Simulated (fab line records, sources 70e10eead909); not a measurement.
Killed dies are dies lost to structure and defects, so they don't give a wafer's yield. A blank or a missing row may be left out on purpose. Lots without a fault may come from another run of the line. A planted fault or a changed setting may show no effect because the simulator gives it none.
fab line records | flow nand_harc
record lots=13 wafers=39 last_day=25
route steps=1159 shown A_BLC@979 THIN_TSV@1118 END@1159
lots that met no fault: from a run of the same line without faults
start_h: hours from the record's first day to the start of the lot's first wafer shown | wait_h: hours since the lot's step before | " the same as in the row above | L1.1+2: a row that stands for several wafers | - no value, or no start given | * or withheld: withheld | < > ~ a bound
route shown NAME@n: a module of which the file shows steps, and the number in the route of the first | usual: mean/standard deviation of fault-free wafers | same: alike in all rows | chamber/n: place in a boat | sites: the reading at each site | _std_site: their standard deviation | _edge_site: outer sites' mean less inner sites' | radius_mm: how far each site lies from the wafer's centre | mask NAME#n: copy n | behind: the tool/chamber that last shaped the wafer | hold: why the lot was held/for how many hours/how that ended | device: the transistor (n, p or np) that didn't switch | end of line: the same wafers' tests at the end of the route | a step without rows: its recipe alone | killed: dies lost to structure and defects at the first sort, not the wafer's yield | map: a wafer's dies, x killed, . not, _ none there
set.NAME: the setting as run; set.NAME@STEP: as run at that earlier step | model.NAME: the simulator's own value behind a step, which no gauge read
steps of the route over a sample of lots; a table a step, a row a wafer
services: from which hour (start_h, from the record's first day; less than 0 if before it) a tool's chamber was out of use, for how many hours, and why
## steps
# step NHARC_A_BLC_ETCH_17
# recipe target_depth_a=3900 over_etch_frac=0.25 time_s=609.38 ion_energy_ev=200 n2_flow_sccm=150 h2_flow_sccm=150 ar_flow_sccm=0 rf_w=400 bias_w=150 chemistry=N2/H2
# usual drypump_motor_current_A=5.8/0.32 oes_product_au=0.999/0.01 rf_vpp_V=431.0/2.7 showerhead_plenum_p_Torr=2.06/0.098 throttle_valve_pct=14.171/0.0089
# same over_etch_frac=0.25
# columns lot.wafer tool chamber start_h wait_h drypump_motor_current_A oes_product_au rf_hours_counter_h rf_vpp_V showerhead_plenum_p_Torr throttle_valve_pct
L723.3 rie_diel-01 0 392.64 - 5.9 1.016 7 429.3 2.00 14.174
L723.2 " 2 " " 5.2 0.986 8 426.6 1.92 14.165
L723.5 " 3 " " 5.5 0.995 - 433.4 2.16 14.189
L724.4 rie_diel-13 1 399.26 - 6.0 0.998 13 427.5 1.93 14.174
L724.3 " 2 " " 6.1 0.984 12 433.1 2.12 14.164
L724.2 " 3 " " 5.6 1.005 12 430.9 2.09 14.157
L726.4 rie_diel-13 1 401.52 - 6.0 1.003 13 427.5 1.93 14.154
L726.1 " 0 " " 5.9 1.007 13 435.1 2.16 14.186
L726.6 " 1 " " 6.1 1.008 - 425.4 1.93 14.166
L725.4 rie_diel-01 0 402.30 - 5.9 1.024 8 428.9 2.00 14.168
L725.6 " 1 " " 6.1 0.996 - 434.6 2.17 14.175
L725.5 " 2 " " 5.1 0.996 - 427.3 1.92 14.187
L728.3 rie_diel-13 0 419.58 - 5.8 1.002 15 433.9 2.16 14.174
L728.1 " 1 " " 6.0 0.988 15 428.2 1.93 14.177
L728.6 " 1 " " 6.0 0.992 - 426.0 1.93 14.167
L730.2 rie_diel-13 0 428.12 - 5.8 1.004 16 434.1 2.16 14.176
L730.5 " 3 " " 5.6 1.006 - 431.6 2.09 14.186
L730.4 " 1 " " 6.0 0.991 - 426.7 1.93 14.178
L729.4 rie_diel-13 2 446.42 - 6.1 0.992 15 432.5 2.12 14.186
L729.2 " 3 " " 5.6 0.990 16 432.6 2.09 14.172
L729.3 " 0 " " 5.8 0.995 17 434.6 2.16 14.177
L736.4 rie_diel-13 3 462.39 - 5.6 0.987 0 430.6 2.09 14.163
L736.1 " 2 " " 6.1 0.993 0 433.1 2.12 14.160
L736.5 " 0 " " 5.9 1.017 - 434.4 2.16 14.167
L737.3 rie_diel-01 1 468.01 - 6.1 0.990 16 433.1 2.17 14.166
L737.4 " 2 " " 5.1 0.993 15 426.6 1.92 14.155
L737.2 " 0 " " 5.9 1.011 15 429.4 2.00 14.173
L740.3 rie_diel-04 3 492.70 - 5.9 1.016 6 430.0 2.05 14.164
L740.1 " 0 " " 6.3 1.013 6 431.6 2.09 14.156
L740.4 " 1 " " 5.9 1.015 6 426.9 1.89 14.156
L742.4 rie_diel-01 1 501.43 - 6.1 0.992 0 434.0 2.17 14.176
L742.1 " 3 " " 5.5 0.986 0 432.9 2.16 14.182
L742.6 " 1 " " 6.1 0.991 - 433.8 2.17 14.165
L744.4 rie_diel-01 0 513.11 - 5.9 1.007 1 428.8 2.00 14.178
L744.2 " 1 " " 6.1 0.990 1 433.3 2.17 14.160
L744.1 " 3 " " 5.5 0.985 1 433.4 2.16 14.170
L745.3 rie_diel-13 2 541.07 - 6.1 1.000 9 433.5 2.11 14.167
L745.4 " 3 " " 5.6 1.002 9 431.4 2.08 14.164
L745.1 " 0 " " 5.8 1.015 8 432.7 2.16 14.183
# step NHARC_THIN_TSV_DESCUM_14
# recipe time_s=3 o2_flow_sccm=200 ar_flow_sccm=0 bias_power_w=0 chemistry=O2
# usual drypump_motor_current_A=5.6/0.38 oes_product_au=0.999/0.01 rf_vpp_V=57.6/0.95 showerhead_plenum_p_Torr=1.88/0.081 throttle_valve_pct=11.312/0.0098
# columns lot.wafer tool chamber start_h wait_h drypump_motor_current_A oes_product_au rf_hours_counter_h rf_vpp_V showerhead_plenum_p_Torr throttle_valve_pct
L723.2 rie_diel-12 3 429.05 - 5.8 0.986 3 57.9 1.85 11.308
L723.3 " 2 " " 5.6 1.001 2 58.5 1.92 11.325
L723.5 " 0 " " 5.8 0.995 - 56.8 1.83 11.320
L725.4 rie_diel-11 2 431.51 - 6.2 1.002 5 58.2 1.81 11.313
L725.6 " 0 " " 4.7 1.008 - 56.5 1.82 11.318
L725.5 " 1 " " 5.0 0.991 - 57.3 2.04 11.326
L726.4 rie_diel-13 2 432.76 - 6.1 0.999 14 56.5 1.99 11.327
L726.1 " 1 " " 6.0 0.996 17 58.5 1.81 11.331
L726.6 " 2 " " 6.1 1.002 - 58.5 1.99 11.307
L724.2 rie_diel-12 2 434.16 - 5.6 0.999 4 58.2 1.92 11.313
L724.3 " 0 " " 5.8 0.991 3 54.4 1.83 11.303
L724.4 " 1 " " 5.6 0.996 2 56.3 1.78 11.295
L728.1 rie_diel-11 2 449.72 - 6.1 0.983 6 58.4 1.81 11.320
L728.3 " 3 " " 5.6 0.993 6 58.1 1.94 11.307
L728.6 " 2 " " 6.1 0.986 - 58.5 1.81 11.296
L730.2 rie_diel-12 1 457.14 - 5.7 1.000 3 56.8 1.78 11.308
L730.4 " 0 " " 5.8 1.001 4 57.2 1.83 11.306
L730.5 " 2 " " 5.6 1.001 - 58.3 1.92 11.287
L729.2 rie_diel-12 2 476.26 - 5.6 1.002 7 57.2 1.91 11.318
L729.4 " 3 " " 5.8 0.983 7 58.9 1.85 11.326
L729.3 " 0 " " 5.8 1.007 6 55.8 1.83 11.321
L736.1 rie_diel-12 2 487.00 - 5.6 1.004 7 57.4 1.91 11.308
L736.4 " 3 " " 5.8 0.984 8 57.9 1.85 11.308
L736.5 " 0 " " 5.8 0.992 - 56.5 1.83 11.317
L737.2 rie_diel-13 2 498.05 - 6.1 0.985 3 57.0 1.98 11.322
L737.3 " 0 " " 5.8 1.003 3 56.6 2.02 11.313
L737.4 " 1 " " 6.0 1.004 3 56.6 1.81 11.301
L740.4 rie_diel-13 0 526.03 - 5.8 1.000 6 59.6 2.02 11.303
L740.1 " 2 " " 6.1 0.986 7 57.6 1.98 11.299
L740.3 " 3 " " 5.6 0.996 7 58.7 1.95 11.290
L742.1 rie_diel-13 2 534.82 - 6.1 0.994 8 57.5 1.98 11.317
L742.4 " 1 " " 6.0 0.997 7 56.6 1.81 11.312
L742.6 " 3 " " 5.6 1.005 - 58.0 1.95 11.316
L744.4 rie_diel-12 0 543.21 - 5.8 0.986 11 58.8 1.83 11.301
L744.2 " 1 " " 5.6 0.975 10 56.3 1.78 11.326
L744.1 " 3 " " 5.8 0.989 12 57.9 1.85 11.317
L745.4 rie_diel-11 3 570.54 - 5.6 1.015 2 57.3 1.94 11.320
L745.1 " 1 " " 5.0 1.000 1 58.8 2.04 11.313
L745.3 " 2 " " 6.2 0.997 1 57.7 1.81 11.308
# step NHARC_THIN_TSV_DEGAS_53
# recipe temp_c=300 time_s=60
# usual heater_power_w=471/46 susceptor_temp_C=300.00/0.19
# columns lot.wafer tool chamber start_h wait_h heater_power_w susceptor_temp_C
L723.2 pvd_sputter-02 - 433.69 0.1 489 299.87
L723.3 " - " " 427 300.33
L723.5 " - " " 471 300.01
L725.4 pvd_sputter-03 - 436.25 0.1 470 300.09
L725.6 " - " " 443 300.17
L725.5 " - " " 478 300.16
L726.4 pvd_sputter-01 - 437.36 0.1 486 299.90
L726.1 " - " " 542 299.88
L726.6 " - " " 477 299.76
L724.4 pvd_sputter-01 - 438.94 0.1 460 300.02
L724.2 " - " " 460 300.03
L724.3 " - " " 550 300.11
L728.1 pvd_sputter-01 - 454.35 0.1 460 300.03
L728.3 " - " " 532 300.06
L728.6 " - " " 541 299.79
L730.2 pvd_sputter-02 - 461.91 0.1 428 299.94
L730.4 " - " " 500 300.08
L730.5 " - " " 476 300.13
L729.2 pvd_sputter-01 - 480.88 0.1 543 300.32
L729.3 " - " " 468 300.00
L729.4 " - " " 475 300.06
L736.4 pvd_sputter-01 - 491.63 0.1 536 299.42
L736.1 " - " " 460 300.03
L736.5 " - " " 553 299.49
L737.4 pvd_sputter-02 - 502.68 0.1 471 -
L737.3 " - " " 453 -
L737.2 " - " " 496 -
L740.3 pvd_sputter-01 - 530.84 0.1 477 300.30
L740.1 " - " " 572 299.93
L740.4 " - " " 471 299.82
L742.1 pvd_sputter-02 - 539.43 0.1 486 299.97
L742.4 " - " " 426 300.11
L742.6 " - " " 491 300.01
L744.4 pvd_sputter-01 - 548.60 0.1 473 300.20
L744.2 " - " " 567 300.16
L744.1 " - " " 458 300.15
L745.1 pvd_sputter-01 - 575.14 0.1 491 300.08
L745.3 " - " " 581 300.36
L745.4 " - " " 451 300.23
# step NHARC_THIN_TSV_CD_MEAS_33
# recipe target_cd_nm=5000 landing_energy_ev=500
# usual cd_nm=5000.2/1.5
# columns lot.wafer tool chamber start_h wait_h cd_nm
L723.2 cd_sem-02 0 434.86 - 5003.5
L723.3 " 0 " " 5003.8
L723.5 " 0 " " 5000.6
L725.4 cd_sem-01 0 437.27 - 5001.4
L725.5 " 0 " " 5002.1
L725.6 " 0 " " 5001.6
L726.1 cd_sem-01 0 438.50 - 4999.8
L726.4 " 0 " " 4999.8
L726.6 " 0 " " 4999.0
L724.2 cd_sem-02 0 440.09 - 4998.6
L724.3 " 0 " " 5000.4
L724.4 " 0 " " 4999.9
L728.1 cd_sem-03 0 455.37 - 5000.3
L728.3 " 0 " " 5000.4
L728.6 " 0 " " 5002.7
L730.2 cd_sem-01 0 463.04 - 4999.7
L730.4 " 0 " " 4997.8
L730.5 " 0 " " 4999.4
L729.2 cd_sem-02 0 481.91 - 5000.2
L729.3 " 0 " " 5002.0
L729.4 " 0 " " 4999.3
L736.1 cd_sem-03 0 492.77 - 5003.8
L736.4 " 0 " " 5000.7
L736.5 " 0 " " 5002.2
L737.2 cd_sem-01 0 503.82 - 5000.1
L737.3 " 0 " " 5001.4
L737.4 " 0 " " 5001.5
L740.1 cd_sem-01 0 531.85 - 5000.5
L740.3 " 0 " " 4998.7
L740.4 " 0 " " 4999.5
L742.1 cd_sem-03 0 540.60 - 5002.4
L742.4 " 0 " " 4998.8
L742.6 " 0 " " 4998.8
L744.1 cd_sem-02 0 549.64 - 5003.8
L744.2 " 0 " " 5002.4
L744.4 " 0 " " 5000.5
L745.1 cd_sem-02 0 576.28 - 4999.6
L745.3 " 0 " " 5000.4
L745.4 " 0 " " 5002.6
# step NHARC_END_SORT_01
# recipe temp_c=25
# usual killed_at_array=27/12 killed_at_other=0.8/1 killed_at_periphery=4.0/2.5 killed_dies=32/11 killed_open=3.3/1.8 killed_short=2.0/1.5
# same gross_dies=677
# columns lot.wafer tool chamber start_h wait_h killed_at_array killed_at_other killed_at_periphery killed_dies killed_open killed_short
L723.2 prober-02 0 444.54 2.8 24 0 7 31 4 2
L723.3 prober-02 0 445.34 3.1 18 0 3 21 1 2
L723.5 prober-02 0 446.95 3.7 14 0 5 19 2 3
L725.4 prober-02 0 454.03 3.5 19 1 1 21 7 1
L725.5 prober-02 0 454.85 3.8 14 0 8 22 5 1
L725.6 prober-02 0 455.66 4.1 31 0 2 33 5 1
L724.2 prober-02 0 460.31 2.8 13 0 3 16 1 3
L724.3 prober-02 0 461.10 3.1 13 0 7 20 4 1
L724.4 prober-02 0 461.90 3.4 11 1 6 18 4 3
L729.2 prober-02 0 489.40 2.8 103 0 2 105 1 2
L729.3 prober-02 0 490.22 3.1 142 0 1 143 4 3
L729.4 prober-02 0 491.03 3.4 128 0 1 129 5 2
L736.1 prober-01 0 507.74 2.5 108 0 1 109 1 1
L736.4 prober-01 0 510.10 3.4 86 0 3 89 3 2
L736.5 prober-01 0 510.88 3.6 107 0 2 109 3 0
L737.2 prober-02 0 513.64 2.9 40 1 5 46 4 3
L737.3 prober-02 0 514.45 3.2 46 0 4 50 4 4
L737.4 prober-02 0 515.26 3.5 32 0 7 39 1 4
L742.1 prober-02 0 549.71 2.5 23 2 4 29 4 2
L742.4 prober-02 0 552.13 3.4 18 2 5 25 5 2
L742.6 prober-02 0 553.74 4.0 26 3 3 32 0 7
L744.2 prober-01 0 560.38 2.8 26 3 1 30 3 1
# killed by level:class
L723.2 A_SLIT:chamber_film_flake=13 P_CONTACT:chamber_film_flake=4 A_CHANNEL_HOLE_D1:chamber_film_flake=3 A_WL_FILL:chamber_film_flake=2 A_CONTACT:chamber_film_flake=2 P_GATE:geometric_particle:open=1 P_M0:geometric_particle:open=1 A_CHANNEL_FILL_D1:geometric_particle:short=1
L723.3 A_SLIT:chamber_film_flake=8 A_CONTACT:chamber_film_flake=4 A_STAIRCASE:chamber_film_flake=2 P_STI:geometric_particle:short=1 A_ONON_D1:geometric_particle:open=1 A_CHANNEL_FILL_D1:geometric_particle:short=1 P_CONTACT:chamber_film_flake=1 P_BONDPAD:chamber_film_flake=1
L723.5 P_BONDPAD:chamber_film_flake=3 A_SLIT:chamber_film_flake=3 A_WL_FILL:chamber_film_flake=3 A_WL_FILL:geometric_particle:open=2 A_CHANNEL_HOLE_D1:chamber_film_flake=2 A_CONTACT:chamber_film_flake=2 P_M0:geometric_particle:short=1 A_SGD_CUT:geometric_particle:short=1
L725.4 A_SLIT:chamber_film_flake=5 A_CONTACT:geometric_particle:open=4 A_CHANNEL_HOLE_D1:chamber_film_flake=4 A_CHANNEL_HOLE_D1:geometric_particle:short=1 A_WL_FILL:geometric_particle:open=1 A_M0:geometric_particle:open=1 STARTING-WAFER:geometric_particle:open=1 A_STAIRCASE:chamber_film_flake=1
L725.5 A_SLIT:chamber_film_flake=8 P_CONTACT:chamber_film_flake=3 A_CHANNEL_HOLE_D1:chamber_film_flake=2 A_STAIRCASE:chamber_film_flake=2 P_STI:geometric_particle:open=1 P_GATE:geometric_particle:short=1 P_CONTACT:geometric_particle:open=1 P_M0:geometric_particle:open=1
L725.6 A_SLIT:chamber_film_flake=13 A_M0:geometric_particle:open=3 A_CHANNEL_HOLE_D1:chamber_film_flake=3 A_STAIRCASE:chamber_film_flake=3 A_CONTACT:chamber_film_flake=3 A_M0:chamber_film_flake=2 P_STI:geometric_particle:open=1 A_SOURCE_PLATE:geometric_particle:short=1
L724.2 A_SGD_CUT:geometric_particle:short=2 P_BONDPAD:chamber_film_flake=2 A_ZERO_WELL:chamber_film_flake=2 A_CHANNEL_HOLE_D1:chamber_film_flake=2 A_STAIRCASE:chamber_film_flake=2 A_SGD_CUT:chamber_film_flake=2 P_M2:geometric_particle:open=1 A_ONON_D1:geometric_particle:short=1
L724.3 P_BONDPAD:chamber_film_flake=5 A_ZERO_WELL:chamber_film_flake=3 A_CONTACT:geometric_particle:open=2 A_CHANNEL_HOLE_D1:chamber_film_flake=2 A_SGD_CUT:chamber_film_flake=2 P_CONTACT:geometric_particle:open=1 P_M0:geometric_particle:open=1 A_SOURCE_PLATE:geometric_particle:short=1
L724.4 P_BONDPAD:chamber_film_flake=4 A_WL_FILL:geometric_particle:short=2 A_WL_FILL:chamber_film_flake=2 P_STI:geometric_particle:open=1 P_CONTACT:geometric_particle:open=1 A_CHANNEL_FILL_D1:geometric_particle:open=1 A_STAIRCASE:geometric_particle:open=1 STARTING-WAFER:geometric_particle:short=1
L729.2 A_BLC:unspecified=64 A_CHANNEL_HOLE_D1:chamber_film_flake=14 A_SLIT:chamber_film_flake=13 A_STAIRCASE:chamber_film_flake=5 A_CONTACT:chamber_film_flake=3 P_M1:geometric_particle:short=1 A_ONON_D1:geometric_particle:short=1 A_M0:geometric_particle:open=1
L729.3 A_BLC:unspecified=98 A_CHANNEL_HOLE_D1:chamber_film_flake=22 A_SLIT:chamber_film_flake=8 A_CONTACT:chamber_film_flake=4 A_STAIRCASE:chamber_film_flake=2 A_WL_FILL:chamber_film_flake=2 P_M0:geometric_particle:open=1 A_CHANNEL_HOLE_D1:geometric_particle:short=1
L729.4 A_BLC:unspecified=96 A_CHANNEL_HOLE_D1:chamber_film_flake=11 A_SLIT:chamber_film_flake=8 A_STAIRCASE:chamber_film_flake=5 A_CONTACT:geometric_particle:open=3 A_CHANNEL_FILL_D1:geometric_particle:short=2 A_CHANNEL_HOLE_D1:geometric_particle:open=1 A_STAIRCASE:geometric_particle:open=1
L736.1 A_BLC:unspecified=93 A_CHANNEL_HOLE_D1:chamber_film_flake=5 A_CONTACT:chamber_film_flake=4 A_BLC:chamber_film_flake=3 A_STAIRCASE:geometric_particle:open=1 A_CONTACT:geometric_particle:short=1 P_GATE:chamber_film_flake=1 A_STAIRCASE:chamber_film_flake=1
L736.4 A_BLC:unspecified=59 A_CHANNEL_HOLE_D1:chamber_film_flake=8 A_STAIRCASE:chamber_film_flake=7 A_BLC:chamber_film_flake=6 P_M0:geometric_particle:open=1 P_M0:geometric_particle:short=1 A_SGD_CUT:geometric_particle:short=1 A_WL_FILL:geometric_particle:open=1
L736.5 A_BLC:unspecified=99 A_CHANNEL_HOLE_D1:chamber_film_flake=5 A_M1:geometric_particle:open=2 P_GATE:chamber_film_flake=2 A_BLC:geometric_particle:open=1
L737.2 A_SLIT:chamber_film_flake=14 A_CHANNEL_HOLE_D1:chamber_film_flake=14 P_M0:chamber_film_flake=2 A_CHANNEL_FILL_D1:chamber_film_flake=2 A_STAIRCASE:chamber_film_flake=2 A_WL_FILL:chamber_film_flake=2 A_CONTACT:chamber_film_flake=2 P_CONTACT:geometric_particle:open=1
L737.3 A_CHANNEL_HOLE_D1:chamber_film_flake=18 A_SLIT:chamber_film_flake=9 A_CONTACT:chamber_film_flake=5 A_STAIRCASE:chamber_film_flake=4 P_M0:chamber_film_flake=2 A_WL_FILL:chamber_film_flake=2 P_STI:geometric_particle:short=1 A_ONON_D1:geometric_particle:open=1
L737.4 A_CHANNEL_HOLE_D1:chamber_film_flake=14 A_SLIT:chamber_film_flake=7 P_M0:chamber_film_flake=3 A_STAIRCASE:chamber_film_flake=3 A_WL_FILL:chamber_film_flake=3 P_GATE:geometric_particle:short=1 P_M1:geometric_particle:short=1 A_CHANNEL_FILL_D1:geometric_particle:short=1
L742.1 A_STAIRCASE:chamber_film_flake=6 A_CHANNEL_HOLE_D1:chamber_film_flake=5 A_CONTACT:chamber_film_flake=4 A_BLC:chamber_film_flake=4 A_CONTACT:geometric_particle:open=2 P_STI:chamber_film_flake=2 P_STI:geometric_particle:open=1 A_WL_FILL:geometric_particle:short=1
L742.4 A_CONTACT:chamber_film_flake=9 P_STI:chamber_film_flake=3 P_M0:geometric_particle:open=2 A_WL_FILL:geometric_particle:short=2 A_CHANNEL_HOLE_D1:chamber_film_flake=2 THIN_TSV:chamber_film_flake=2 A_CHANNEL_FILL_D1:geometric_particle:open=1 A_BLC:geometric_particle:open=1
L742.6 A_CONTACT:chamber_film_flake=7 A_BLC:chamber_film_flake=7 A_CHANNEL_HOLE_D1:chamber_film_flake=3 THIN_TSV:chamber_film_flake=3 A_ONON_D1:geometric_particle:short=2 A_WL_FILL:geometric_particle:short=2 P_M0:chamber_film_flake=2 A_SOURCE_PLATE:geometric_particle:short=1
L744.2 A_SLIT:chamber_film_flake=12 A_CHANNEL_HOLE_D1:chamber_film_flake=4 A_STAIRCASE:chamber_film_flake=2 A_WL_FILL:chamber_film_flake=2 A_CONTACT:chamber_film_flake=2 THIN_TSV:chamber_film_flake=2 A_WL_FILL:geometric_particle:short=1 A_CONTACT:geometric_particle:open=1
## services
# columns tool chamber start_h hours kind
rie_diel-12 0 377.04 5.5 repair
rie_diel-12 - 381.29 9.0 pm
pvd_sputter-02 - 392.05 10.0 pm
pvd_sputter-01 - 399.50 2.3 repair
rie_diel-11 - 400.73 0.2 repair
rie_diel-11 1 407.61 1.2 repair
rie_diel-11 3 413.71 2.8 repair
rie_diel-13 2 415.22 14.8 repair
rie_diel-11 0 419.63 6.9 repair
rie_diel-13 - 453.00 9.0 pm
rie_diel-11 3 454.92 3.6 repair
pvd_sputter-03 - 458.03 10.0 pm
rie_diel-04 - 465.90 9.0 pm
rie_diel-01 - 491.89 9.0 pm
pvd_sputter-01 - 506.87 1.2 repair
pvd_sputter-02 - 511.08 3.1 repair
pvd_sputter-01 - 514.01 10.0 pm
rie_diel-12 1 516.28 3.6 repair
pvd_sputter-02 - 525.84 12.5 repair
rie_diel-04 0 528.94 4.9 repair
rie_diel-11 - 543.50 9.0 pm
pvd_sputter-02 - 556.20 0.7 repair
rie_diel-12 - 558.29 9.0 pm
pvd_sputter-02 - 570.05 10.0 pm
## key
first_sign step=NHARC_END_SORT_01 reading=killed_dies direction=up sigmas=7.4 usual=32 struck=114
effect step=NHARC_END_SORT_01 reading=killed_at_array direction=up sigmas=7.3 usual=27 struck=112
more_kills_born_at NHARC_A_BLC_ETCH_17@rie_diel-13=508
met_at NHARC_A_BLC_ETCH_17
struck_lots L729,L736
tester_left_out L729,L736
not_acting_at NHARC_THIN_TSV_DESCUM_14,NHARC_THIN_TSV_DEGAS_53,NHARC_THIN_TSV_CD_MEAS_33
onset_between 428.12 446.42
fault kind=chamber_particle_source tool=rie_diel-13 chamber=- onset_h=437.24 steps=NHARC_A_BLC_ETCH_17 rate_per_visit_cm2=1.2667 end_h=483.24
# tester_left_out: of these lots the tester's yield and bins aren't shown, on N5 and GAA mostly nor the transistor test; their killed dies are dies lost to structure and defects alone, not to doping, threshold or leakage, so they don't give the yield
